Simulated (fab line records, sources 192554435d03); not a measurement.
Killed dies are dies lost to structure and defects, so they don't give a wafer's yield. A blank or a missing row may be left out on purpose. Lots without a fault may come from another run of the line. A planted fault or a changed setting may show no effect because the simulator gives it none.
Split-lot experiment | flow n5_finfet | 7 lots, 39 wafers read, on a route of 1938 steps

THE SPLIT
At N5_HKMG_FIN_ETCH_58 (etches SOC in N2/H2, target depth 215.8 nm, time 741 s), the setting target_depth_a was moved away from the recipe's 2158 angstrom on 15 of the 39 wafers read, by -10.5% to +10.2%. The other wafers ran this setting at the recipe's value.

The reading is taken at the split's own step.

THE READING
SOC_of_HKMG_FIN_COAT_41.thk_nm (the simulator's own value, which no gauge read), in nm, at N5_HKMG_FIN_ETCH_58 (etches SOC in N2/H2, target depth 215.8 nm, time 741 s). The file gives no usual value for it. The 24 wafers here that ran the recipe average 86.3 nm, standard deviation 4.4 nm.

wafer  | tool, chamber at the split | target_depth_a as run, angstrom | against the recipe | SOC_of_HKMG_FIN_COAT_41.thk_nm, nm | against lot-mates on the recipe
L078.1 | rie_diel-05, 2             | 2158                            | recipe             | 88.4                               | -
L078.2 | rie_diel-05, 0             | 1931                            | -10.5%             | 96                                 | +7.6
L078.3 | rie_diel-05, 3             | 2158                            | recipe             | 87.2                               | -
L078.4 | rie_diel-05, 1             | 1931                            | -10.5%             | 112.2                              | +23.8
L078.5 | rie_diel-05, 2             | 1931                            | -10.5%             | 109.4                              | +21.0
L078.6 | rie_diel-05, 3             | 2158                            | recipe             | 89.6                               | -
L081.1 | rie_diel-02, 1             | 2158                            | recipe             | 86.4                               | -
L081.2 | rie_diel-02, 2             | 2333                            | +8.1%              | 73.8                               | -10.1
L081.3 | rie_diel-02, 3             | 2333                            | +8.1%              | 63.2                               | -20.7
L081.4 | rie_diel-02, 0             | 2158                            | recipe             | 80.8                               | -
L081.5 | rie_diel-02, 0             | 2333                            | +8.1%              | 64.2                               | -19.7
L081.6 | rie_diel-02, 1             | 2158                            | recipe             | 84.6                               | -
L085.1 | rie_diel-02, 0             | 2158                            | recipe             | 83.4                               | -
L085.2 | rie_diel-02, 3             | 2158                            | recipe             | 81.2                               | -
L085.3 | rie_diel-02, 1             | 1937                            | -10.2%             | 106.2                              | +24.1
L085.4 | rie_diel-02, 2             | 1937                            | -10.2%             | 113.2                              | +31.1
L085.5 | rie_diel-02, 1             | 1937                            | -10.2%             | 108                                | +25.9
L085.6 | rie_diel-02, 0             | 2158                            | recipe             | 81.6                               | -
L090.1 | rie_diel-06, 0             | 2158                            | recipe             | 93.6                               | -
L090.2 | rie_diel-06, 2             | 2335                            | +8.2%              | 82.4                               | -8.9
L090.3 | rie_diel-06, 3             | 2158                            | recipe             | 90.8                               | -
L090.4 | rie_diel-06, 1             | 2158                            | recipe             | 89.4                               | -
L090.5 | rie_diel-06, 1             | 2335                            | +8.2%              | 72.8                               | -18.5
L090.6 | rie_diel-06, 2             | 2335                            | +8.2%              | 81.8                               | -9.5
L091.2 | rie_diel-06, 0             | 2158                            | recipe             | 90.4                               | -
L091.4 | rie_diel-06, 3             | 2158                            | recipe             | 89.8                               | -
L091.6 | rie_diel-06, 2             | 2158                            | recipe             | 97.4                               | -
L094.1 | rie_diel-02, 0             | 2158                            | recipe             | 82.8                               | -
L094.2 | rie_diel-02, 2             | 2158                            | recipe             | 91.8                               | -
L094.3 | rie_diel-02, 3             | 2158                            | recipe             | 83.4                               | -
L094.4 | rie_diel-02, 1             | 2158                            | recipe             | 83.2                               | -
L094.5 | rie_diel-02, 1             | 2158                            | recipe             | 86                                 | -
L094.6 | rie_diel-02, 0             | 2158                            | recipe             | 83.2                               | -
L097.1 | rie_diel-02, 1             | 2158                            | recipe             | 83                                 | -
L097.2 | rie_diel-02, 2             | 2378                            | +10.2%             | 72                                 | -10.1
L097.3 | rie_diel-02, 3             | 2158                            | recipe             | 81                                 | -
L097.4 | rie_diel-02, 0             | 2158                            | recipe             | 82.2                               | -
L097.5 | rie_diel-02, 3             | 2378                            | +10.2%             | 58.2                               | -23.9
L097.6 | rie_diel-02, 2             | 2378                            | +10.2%             | 69.2                               | -12.9

THE FIT
A straight line over all 39 wafers: SOC_of_HKMG_FIN_COAT_41.thk_nm changes by -1.9 nm for each +1% of target_depth_a; r = -0.90; the points scatter about the line by 5.6 nm.
The same after taking each lot's own level away (the mean of its wafers on the recipe; 39 wafers): -1.91 nm for each +1%; r = -0.93; scatter 4.6 nm.
On that fit, the largest move of target_depth_a shifts the reading by 20 nm.
The lots' own levels span 82.07 to 92.53 nm, that is 2.4 times the standard deviation above.
So the lot-to-lot level changes the slope little: the two slopes agree.
Check: with one of the wafers moved furthest among these (-10.5%) left out of the fit, the line predicts +22.6 nm for it against its lot-mates. It came out at +7.6 nm against them.

OTHER SPLITS ON THESE WAFERS
These wafers also went through other splits before the reading. Each is held against what the fit with the lots' levels taken away leaves over:
other split on the same wafers       | wafers away from the commonest value | r with SOC_of_HKMG_FIN_COAT_41.thk_nm (lot level and that fit taken away)
N5_DUMMY_GATE_ETCH_31 target_depth_a | 18                                   | +0.10
N5_SD_EPI_N_EPI_21 epi_growth_time_s | 6                                    | +0.06
N5_HKMG_FIN_ETCH_55 bias_w           | 15                                   | -0.14

THE WHOLE CHAIN: every reading that the file lists as answering this split, in the file's order
step                | what it does                                           | reading                                                                         | change (the file's fit)              | r (the file's)
N5_HKMG_FIN_ETCH_58 | etches SOC in N2/H2, target depth 215.8 nm, time 741 s | HKMG_FIN.feature_depth_nm (the simulator's own value, which no gauge read)      | +1.9 nm for each +1% of the setting  | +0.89
N5_HKMG_FIN_ETCH_58 | etches SOC in N2/H2, target depth 215.8 nm, time 741 s | etch.depth_nm (the simulator's own value, which no gauge read)                  | +1.9 nm for each +1% of the setting  | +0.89
N5_HKMG_FIN_ETCH_58 | etches SOC in N2/H2, target depth 215.8 nm, time 741 s | SOC_of_HKMG_FIN_COAT_41.thk_nm (the simulator's own value, which no gauge read) | -1.89 nm for each +1% of the setting | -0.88

THE FILE'S OWN FIT
SOC_of_HKMG_FIN_COAT_41.thk_nm changes by -1.89 nm for each +1% of target_depth_a, r = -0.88.
